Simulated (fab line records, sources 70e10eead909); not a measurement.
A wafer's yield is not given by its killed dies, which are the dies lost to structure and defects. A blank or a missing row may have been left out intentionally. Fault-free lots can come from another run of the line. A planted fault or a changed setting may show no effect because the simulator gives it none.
Which tool is to blame? ; flow nand_harc ; 69 wafers from 23 lots sampled at 6 of the route's 1159 steps

## WHAT EACH GAUGE READ, for each wafer
NHARC_A_CONTACT_CD_MEAS_69 targets a cd of 200 nm.
lot;measured;on;cd_nm (nm)
L075;day 16 13:26;cd_sem-03;200.0 200.3 200.0
L077;day 17 04:57;cd_sem-02;200.4 200.2 200.9
L076;day 17 11:04;cd_sem-02;199.8 200.0 199.9
L080;day 17 13:50;cd_sem-01;200.3 200.5 200.4
L079;day 17 09:19;cd_sem-01;200.1 199.4 199.1
L078;day 17 05:27;cd_sem-02;199.0 199.5 200.1
L081;day 18 18:55;cd_sem-02;200.4 200.1 200.3
L082;day 18 18:30;cd_sem-03;200.4 200.1 199.7
L084;day 19 00:32;cd_sem-02;200.2 200.4 200.2
L083;day 19 04:02;cd_sem-02;200.0 199.4 200.3
L085;day 20 00:25;cd_sem-02;200.1 199.8 199.8
L086;day 19 20:53;cd_sem-03;199.9 199.1 200.0
L088;day 19 20:36;cd_sem-01;200.2 200.3 200.0
L091;day 20 08:49;cd_sem-03;200.3 200.2 200.5
L090;day 20 09:35;cd_sem-02;200.4 201.1 199.9
L087;day 20 11:58;cd_sem-02;200.2 200.6 200.4
L089;day 20 13:40;cd_sem-01;199.9 200.1 200.3
L093;day 21 02:00;cd_sem-02;199.8 199.8 200.3
L092;day 21 22:52;cd_sem-03;199.7 199.6 199.7
L096;day 22 02:14;cd_sem-01;199.8 200.3 199.7
L094;day 22 12:20;cd_sem-03;199.6 199.8 199.5
L095;day 22 02:07;cd_sem-03;199.8 200.0 200.6
L097;day 22 13:58;cd_sem-01;200.6 200.7 200.5

## EACH LOT AND THE TOOL THAT RAN IT (in order: tool; ch and the chambers of the sampled wafers; start)
lot;NHARC_A_SGD_CUT_DESCUM_14;NHARC_A_SGD_CUT_ETCHBACK_24;NHARC_A_CONTACT_DEP_29;NHARC_A_CONTACT_DESCUM_47;NHARC_A_CONTACT_ETCH_114
L075;rie_diel-04 ch 0,1,2, day 13 20:52;rie_diel-06 ch 0,1,2, day 14 03:04;pecvd-03 ch 0,1, day 16 06:02;rie_diel-07 ch 0,1,2, day 16 06:46;har_cap_etch-01 ch 1, day 16 08:24
L077;rie_diel-06 ch 1,2,3, day 14 10:21;rie_diel-08 ch 1,2, day 14 16:22;pecvd-04 ch 1,2, day 16 20:13;rie_diel-07 ch 1,3, day 16 20:57;har_cap_etch-03 ch 0,1, day 16 22:49
L076;rie_diel-08 ch 0,1, day 14 10:35;rie_diel-04 ch 0,1,2, day 14 16:17;pecvd-01 ch 0,2, day 17 01:44;rie_diel-07 ch 1,3, day 17 02:38;har_cap_etch-02 ch 0,1, day 17 04:31
L080;rie_diel-06 ch 0,2,3, day 14 20:22;rie_diel-06 ch 0,2, day 15 02:32;pecvd-01 ch 0,1, day 17 05:55;rie_diel-13 ch 0,2,3, day 17 06:48;har_cap_etch-02 ch 0,1, day 17 08:35
L079;rie_diel-08 ch 0,2,3, day 14 20:36;rie_diel-04 ch 1,2, day 15 02:32;pecvd-03 ch 0,1,2, day 17 01:27;rie_diel-13 ch 0,1, day 17 02:13;har_cap_etch-03 ch 0,1, day 17 03:57
L078;rie_diel-06 ch 0,1,3, day 14 20:54;rie_diel-08 ch 1,2,3, day 15 02:32;pecvd-01 ch 0,2, day 16 21:21;rie_diel-13 ch 0,3, day 16 22:14;har_cap_etch-02 ch 0,1, day 17 00:22
L081;rie_diel-06 ch 2,3, day 15 21:58;rie_diel-06 ch 1,2,3, day 16 04:10;pecvd-04 ch 1,2, day 18 08:44;rie_diel-07 ch 1,2, day 18 09:37;har_cap_etch-02 ch 0,1, day 18 11:17
L082;rie_diel-08 ch 0,1,2, day 15 22:22;rie_diel-04 ch 0,1, day 16 04:08;pecvd-01 ch 1,2, day 18 09:22;rie_diel-01 ch 0,1,3, day 18 10:17;har_cap_etch-01 ch 0,1, day 18 11:56
L084;rie_diel-04 ch 0,1,2, day 16 11:03;rie_diel-06 ch 1,2,3, day 16 19:22;pecvd-03 ch 1,2, day 18 16:28;rie_diel-07 ch 0,1,3, day 18 17:23;har_cap_etch-03 ch 0,1, day 18 19:10
L083;rie_diel-06 ch 0,2,3, day 16 11:38;rie_diel-08 ch 0,1,3, day 16 19:26;pecvd-03 ch 0,1,2, day 18 20:01;rie_diel-13 ch 0,2,3, day 18 20:56;har_cap_etch-03 ch 0,1, day 18 22:44
L085;rie_diel-06 ch 1,2, day 17 05:19;rie_diel-06 ch 0,1,2, day 17 12:23;pecvd-04 ch 0,1,2, day 19 15:54;rie_diel-07 ch 0,1,2, day 19 16:37;har_cap_etch-03 ch 0,1, day 19 18:32
L086;rie_diel-04 ch 0,2,3, day 17 05:34;rie_diel-06 ch 0,1,2, day 17 12:27;pecvd-04 ch 0,1,2, day 19 12:48;rie_diel-13 ch 0,2,3, day 19 13:35;har_cap_etch-01 ch 0,1, day 19 15:13
L088;rie_diel-06 ch 0,1, day 17 07:13;rie_diel-04 ch 0,1, day 17 12:25;pecvd-04 ch 0,1, day 19 11:35;rie_diel-13 ch 0,1, day 19 12:27;har_cap_etch-02 ch 0,1, day 19 14:11
L091;rie_diel-06 ch 0,1, day 17 18:10;rie_diel-08 ch 2,3, day 18 00:17;pecvd-04 ch 0,1, day 20 00:08;rie_diel-07 ch 0,1, day 20 01:11;har_cap_etch-02 ch 0,1, day 20 03:43
L090;rie_diel-08 ch 1,2, day 17 18:26;rie_diel-04 ch 0,3, day 18 00:17;pecvd-01 ch 0,1,2, day 20 00:24;rie_diel-07 ch 0,1,2, day 20 01:16;har_cap_etch-01 ch 0,1, day 20 04:14
L087;rie_diel-06 ch 0,1,2, day 18 00:20;rie_diel-04 ch 0,3, day 18 06:37;pecvd-03 ch 0,2, day 20 04:22;rie_diel-07 ch 0,2, day 20 05:14;har_cap_etch-01 ch 1, day 20 06:52
L089;rie_diel-04 ch 0,1,3, day 18 00:27;rie_diel-08 ch 0,2, day 18 06:38;pecvd-04 ch 1,2, day 20 05:52;rie_diel-07 ch 1,2, day 20 06:40;har_cap_etch-03 ch 0,1, day 20 08:46
L093;rie_diel-04 ch 0,2, day 18 07:23;rie_diel-04 ch 1,2, day 18 15:08;pecvd-01 ch 0,1,2, day 20 15:32;rie_diel-07 ch 1,2, day 20 16:18;har_cap_etch-02 ch 0,1, day 20 18:04
L092;rie_diel-06 ch 0,2,3, day 18 19:18;rie_diel-04 ch 0,1,2, day 19 01:29;pecvd-01 ch 0,2, day 21 14:45;rie_diel-07 ch 0,2,3, day 21 15:37;har_cap_etch-03 ch 0,1, day 21 17:15
L096;rie_diel-06 ch 0,1,3, day 19 12:07;rie_diel-04 ch 1,2,3, day 19 18:47;pecvd-04 ch 0,2, day 21 18:27;rie_diel-13 ch 0,1,2, day 21 19:28;har_cap_etch-02 ch 0,1, day 21 21:17
L094;rie_diel-08 ch 0,2, day 19 12:22;rie_diel-08 ch 0,2, day 19 18:47;pecvd-01 ch 0,1,2, day 22 03:56;rie_diel-07 ch 1,2,3, day 22 04:52;har_cap_etch-03 ch 0,1, day 22 06:34
L095;rie_diel-06 ch 0,2,3, day 19 12:59;rie_diel-06 ch 0,1,2, day 19 18:50;pecvd-03 ch 1,2, day 21 18:04;rie_diel-07 ch 0,1,2, day 21 19:02;har_cap_etch-01 ch 0,1, day 21 21:07
L097;rie_diel-08 ch 0,2,3, day 19 23:01;rie_diel-04 ch 2,3, day 20 04:56;pecvd-03 ch 0,2, day 22 05:50;rie_diel-07 ch 0,1,3, day 22 06:37;har_cap_etch-02 ch 1, day 22 08:28
- NHARC_A_SGD_CUT_DESCUM_14: chemistry O2, time 3 s.
- NHARC_A_SGD_CUT_ETCHBACK_24: etches the open film in CH3F/O2, target depth 50 nm, time 92.857 s.
- NHARC_A_CONTACT_DEP_29: deposits SiON, target thk 70 nm.
- NHARC_A_CONTACT_DESCUM_47: chemistry O2, time 3 s.
- NHARC_A_CONTACT_ETCH_114: etches the open film in C4F8/O2/Ar, time 94 s, target depth 922 nm.

## AS READ BY THE TOOLS THEMSELVES (means over the sampled wafers that have a number; for cases with no such wafer, the mark the record gives instead)
NHARC_A_SGD_CUT_DESCUM_14.
lot;tool;chamber_pressure_mTorr (mTorr);drypump_motor_current_A (A);oes_product_au (a.u.);rf_vpp_V (V);showerhead_plenum_p_Torr (Torr);throttle_valve_pct (%)
L075;rie_diel-04;60.01;5.84;0.988;57.8;1.87;11.314
L077;rie_diel-06;60.01;5.67;0.996;57.5;1.92;11.310
L076;rie_diel-08;59.99;5.74;1.000;57.5;1.95;11.301
L080;rie_diel-06;60.00;5.56;1.001;58.5;1.95;11.307
L079;rie_diel-08;59.98;5.70;1.006;58.0;1.92;11.329
L078;rie_diel-06;60.02;5.48;1.009;58.3;1.93;11.315
L081;rie_diel-06;60.02;5.75;1.001;57.8;1.93;11.323
L082;rie_diel-08;60.05;5.68;0.999;57.7;1.94;11.313
L084;rie_diel-04;59.99;5.83;0.998;57.7;1.87;11.313
L083;rie_diel-06;60.00;5.57;0.995;58.0;1.95;11.309
L085;rie_diel-06;60.03;5.72;0.999;57.8;1.96;11.317
L086;rie_diel-04;60.01;5.95;0.997;58.6;1.92;11.314
L088;rie_diel-06;59.94;5.47;1.012;57.2;1.96;11.316
L091;rie_diel-06;60.02;5.49;1.000;58.0;1.96;11.317
L090;rie_diel-08;60.01;5.65;0.999;57.2;1.94;11.315
L087;rie_diel-06;60.00;5.58;0.991;58.5;1.98;11.307
L089;rie_diel-04;60.05;5.75;1.008;58.1;1.90;11.317
L093;rie_diel-04;59.99;5.79;0.998;57.2;1.84;11.307
L092;rie_diel-06;59.98;5.57;0.997;57.6;1.95;11.310
L096;rie_diel-06;60.06;5.49;0.993;58.0;1.93;11.308
L094;rie_diel-08;60.01;5.79;0.997;58.7;1.95;11.315
L095;rie_diel-06;59.98;5.57;0.997;58.1;1.94;11.309
L097;rie_diel-08;60.03;5.67;0.990;58.3;1.92;11.306

NHARC_A_SGD_CUT_ETCHBACK_24.
lot;tool;chamber_pressure_mTorr (mTorr);drypump_motor_current_A (A);oes_product_au (a.u.);rf_vpp_V (V);showerhead_plenum_p_Torr (Torr);throttle_valve_pct (%)
L075;rie_diel-06;24.995;5.59;1.00;245.3;2.54;20.671
L077;rie_diel-08;25.007;5.59;1.00;244.2;2.48;20.661
L076;rie_diel-04;25.002;5.84;0.99;243.5;2.40;20.658
L080;rie_diel-06;25.013;5.48;0.92;245.6;2.58;20.658
L079;rie_diel-04;24.980;6.06;1.00;244.5;2.46;20.666
L078;rie_diel-08;25.012;5.58;0.96;244.7;2.45;20.666
L081;rie_diel-06;24.993;5.67;0.94;245.6;2.46;20.665
L082;rie_diel-04;25.004;5.64;1.00;243.0;2.38;20.657
L084;rie_diel-06;25.010;5.66;0.99;244.5;2.46;20.657
L083;rie_diel-08;25.002;5.62;1.00;244.7;2.45;20.665
L085;rie_diel-06;25.018;5.57;0.92;245.6;2.54;20.670
L086;rie_diel-06;24.996;5.58;1.00;245.7;2.53;20.667
L088;rie_diel-04;24.986;5.64;0.94;243.4;2.38;20.667
L091;rie_diel-08;24.998;5.66;1.00;244.8;2.46;20.658
L090;rie_diel-04;24.980;5.88;1.00;245.3;2.51;20.662
L087;rie_diel-04;24.998;5.73;1.00;243.4;2.41;20.659
L089;rie_diel-08;25.011;5.79;0.99;244.8;2.52;20.654
L093;rie_diel-04;25.009;6.05;0.92;244.9;2.45;20.662
L092;rie_diel-04;24.976;5.85;0.99;243.9;2.40;20.661
L096;rie_diel-04;25.012;5.98;0.98;244.3;2.50;20.664
L094;rie_diel-08;24.989;5.75;0.93;245.3;2.50;20.670
L095;rie_diel-06;25.004;5.59;0.94;245.8;2.53;20.663
L097;rie_diel-04;24.994;6.19;1.00;244.5;2.52;20.658

NHARC_A_CONTACT_DEP_29.
lot;tool;heater_power_w (W);susceptor_temp_C (C)
L075;pecvd-03;699;399.89
L077;pecvd-04;819;399.79
L076;pecvd-01;651;400.08
L080;pecvd-01;773;400.03
L079;pecvd-03;682;399.77
L078;pecvd-01;680;399.83
L081;pecvd-04;907;400.07
L082;pecvd-01;698;399.99
L084;pecvd-03;692;400.06
L083;pecvd-03;718;399.96
L085;pecvd-04;829;399.96
L086;pecvd-04;872;400.24
L088;pecvd-04;825;400.10
L091;pecvd-04;869;399.88
L090;pecvd-01;700;399.99
L087;pecvd-03;658;399.98
L089;pecvd-04;877;400.31
L093;pecvd-01;642;399.82
L092;pecvd-01;641;399.91
L096;pecvd-04;800;400.25
L094;pecvd-01;675;400.11
L095;pecvd-03;677;399.86
L097;pecvd-03;692;400.01

NHARC_A_CONTACT_DESCUM_47.
lot;tool;chamber_pressure_mTorr (mTorr);drypump_motor_current_A (A);oes_product_au (a.u.);rf_vpp_V (V);showerhead_plenum_p_Torr (Torr);throttle_valve_pct (%)
L075;rie_diel-07;60.04;5.4;0.993;57.7;1.92;11.314
L077;rie_diel-07;60.04;5.8;0.997;57.4;1.90;11.302
L076;rie_diel-07;59.96;6.0;0.994;56.6;1.83;11.312
L080;rie_diel-13;59.98;5.5;1.013;57.8;1.94;11.314
L079;rie_diel-13;60.04;5.7;1.005;57.9;1.86;11.314
L078;rie_diel-13;59.95;5.4;1.005;57.9;1.89;11.313
L081;rie_diel-07;60.02;5.6;1.002;58.8;2.04;11.311
L082;rie_diel-01;59.95;5.6;1.004;57.8;1.84;11.313
L084;rie_diel-07;60.02;5.6;1.006;57.0;1.92;11.307
L083;rie_diel-13;60.02;5.5;1.003;57.9;1.94;11.314
L085;rie_diel-07;60.01;5.4;1.007;58.3;2.01;11.320
L086;rie_diel-13;59.99;5.5;0.997;57.9;1.94;11.317
L088;rie_diel-13;60.01;6.0;1.003;56.9;1.83;11.304
L091;rie_diel-07;59.99;5.5;1.000;57.4;1.97;11.311
L090;rie_diel-07;60.01;5.4;1.006;58.5;2.01;11.319
L087;rie_diel-07;60.02;5.2;1.003;58.3;2.04;11.307
L089;rie_diel-07;60.06;5.6;0.997;58.2;1.99;11.312
L093;rie_diel-07;60.03;5.6;0.997;58.1;1.99;11.308
L092;rie_diel-07;59.99;5.5;1.000;57.1;1.95;11.318
L096;rie_diel-13;59.99;5.8;1.007;58.0;1.91;11.316
L094;rie_diel-07;60.01;5.8;0.999;58.0;1.93;11.310
L095;rie_diel-07;60.03;5.4;0.991;58.8;2.01;11.310
L097;rie_diel-07;60.00;5.6;0.992;57.6;1.91;11.306

NHARC_A_CONTACT_ETCH_114.
lot;tool;chamber_pressure_mTorr (mTorr)
L075;har_cap_etch-01;20.004
L077;har_cap_etch-03;20.011
L076;har_cap_etch-02;20.000
L080;har_cap_etch-02;19.999
L079;har_cap_etch-03;20.015
L078;har_cap_etch-02;19.994
L081;har_cap_etch-02;20.012
L082;har_cap_etch-01;19.998
L084;har_cap_etch-03;19.999
L083;har_cap_etch-03;20.012
L085;har_cap_etch-03;20.025
L086;har_cap_etch-01;19.995
L088;har_cap_etch-02;20.016
L091;har_cap_etch-02;20.020
L090;har_cap_etch-01;20.009
L087;har_cap_etch-01;19.989
L089;har_cap_etch-03;20.000
L093;har_cap_etch-02;20.004
L092;har_cap_etch-03;20.006
L096;har_cap_etch-02;20.011
L094;har_cap_etch-03;20.004
L095;har_cap_etch-01;20.024
L097;har_cap_etch-02;19.992

## THE ANSWER, worked out from the rows above alone
Rule: the lots themselves supply what counts as usual. Put in order of their means at a reading, lots are off if they are a third of the lots or fewer, leave a main group of 4 or more, and stand apart from it by a gap of 3 or more times the standard deviation of the main group's means; of several such gaps the widest counts. If all means in a main group match to the digits the tables above print for the reading, that group is not used. A lot without any number at a reading at which 4 lots or more have one is off too. Where the step has rows for the other lots, those lots are counted as sound. Order of review: gauges by route order, followed by the tools' own readings, for which a lot's mean as printed above is used. The first step at which some lot is off is used, and at that step the reading that is off furthest; a lot without a number counts as furthest.
None of the lots is off at any reading shown; this tells nothing.

## WHAT THE SIMULATOR PUT IN
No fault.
